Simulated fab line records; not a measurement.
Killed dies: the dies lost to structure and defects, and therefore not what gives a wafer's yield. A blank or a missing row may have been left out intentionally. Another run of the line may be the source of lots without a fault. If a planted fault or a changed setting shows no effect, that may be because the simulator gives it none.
Struck lot and sound lot, side by side    flow nand_harc    12 steps out of a route of 1159
Sound: the wafers L539.4, L539.5, L539.6. Struck: wafers L549.1, L549.6 (left out: L549.3, a lot-mate that was not struck); the cause follows at the end.
Order at every step that has rows: each side's tool, ch and its chambers, its first start. Under that, the readings that differ: sound wafers    struck wafers    difference of the means    sigmas: that difference in standard deviations of wafers without a fault.
alike: words and numbers the same on both sides, and readings whose means are apart by under 2 such deviations; not compared: readings that were withheld, readings missing a value for some wafer, numbers with overlapping values and no deviation given by the record, and bounds like >300 which may hide the same value.
A row with sigmas, a row that says differs or no value, or rows on one side alone: a step with any of these is where the two part. When numbers do not overlap yet have no deviation, they are printed without sigmas and do not part them. Lack of a reading on every wafer of one side parts them only where that side has two or more wafers.

first, 1 step without rows for these wafers: NHARC_A_SLIT_SRD_20.
NHARC_A_SLIT_CD_MEAS_21:
  sound on cd_sem-01, day 15 05:00; struck on cd_sem-01, day 17 09:22
  alike: cd_nm
then, 3 steps without rows for these wafers: NHARC_A_SIN_REMOVE_WET_00 (chemistry H3PO4, time 15300 s); NHARC_A_SIN_REMOVE_PRECLEAN_01 (cleans in SC1); NHARC_A_SIN_REMOVE_SRD_02.
NHARC_A_SIN_REMOVE_INSPECT_04:
  sound on defect_inspect-02, day 15 12:29; struck on defect_inspect-01, day 17 17:02
  alike: raw_defect_count
NHARC_A_WL_FILL_ALD_00: deposits Al2O3, target thk 3 nm, pulse time 3 s, ald cycles 30.
  sound on ald_hk-04 ch 0,2,3, day 15 12:37; struck on ald_hk-02 ch 1, day 17 17:05
  alike: heater_power_w, precursor_pulse_height_rel
NHARC_A_WL_FILL_RTA_01: time 5 s.
  sound on rtp_anneal-02 ch 0, day 15 12:55; struck on rtp_anneal-01 ch 0, day 17 17:31
reading             sound                 struck         difference  sigmas
lamp_power_pct (%)  28.2 28.3 28.2        32.5 32.5      +4.3        +2
wafer_temp_C_max    1003.0 1002.7 1002.8  1005.4 1007.4  +3.6        +3
NHARC_A_WL_FILL_ALD_02: deposits TiN, target thk 2 nm, pulse time 3 s, ald cycles 100.
  sound on ald_metal-03 ch 0,1,2, day 15 13:09; struck on ald_metal-04 ch 2,3, day 17 17:45
  alike: heater_power_w, precursor_pulse_height_rel
NHARC_A_WL_FILL_CVD_03: deposits W, target thk 40 nm, time 3302 s.
  sound on cvd_w-02 ch 0,1, day 16 01:46; struck on cvd_w-02 ch 0,1, day 17 18:33
  alike: chamber_pressure_Torr, heater_power_w, mfc_ar_sccm, throttle_valve_pct
NHARC_A_WL_FILL_ETCHBACK_04: etches the open film in NF3, target depth 60 nm, time 120 s.
  sound on rie_metal-03 ch 0,1, day 16 04:14; struck on rie_metal-01 ch 1, day 17 21:51
reading                sound                 struck         difference  sigmas
oes_product_au (a.u.)  1.005 0.995 0.990     1.024 1.026    +0.028      +3
run_length_s (s)       141.49 141.39 141.32  104.38 104.21  -37.11      -99 or more
  alike: drypump_motor_current_A
  not compared: rf_hours_counter_h
NHARC_A_WL_FILL_ETCHBACK_05: etches the open film in Cl2/BCl3, target depth 22 nm, time 60 s.
  sound on rie_metal-03 ch 0,1, day 16 04:25; struck on rie_metal-01 ch 0,1, day 17 22:06
  alike: drypump_motor_current_A, oes_product_au, run_length_s
  not compared: rf_hours_counter_h

## WHERE THEY PART
Last at NHARC_A_WL_FILL_ETCHBACK_04 as far as this record goes, first at NHARC_A_WL_FILL_RTA_01. Later steps at which nothing parts them and some readings are alike: NHARC_A_WL_FILL_ETCHBACK_05.

WHY: what the simulator had put in
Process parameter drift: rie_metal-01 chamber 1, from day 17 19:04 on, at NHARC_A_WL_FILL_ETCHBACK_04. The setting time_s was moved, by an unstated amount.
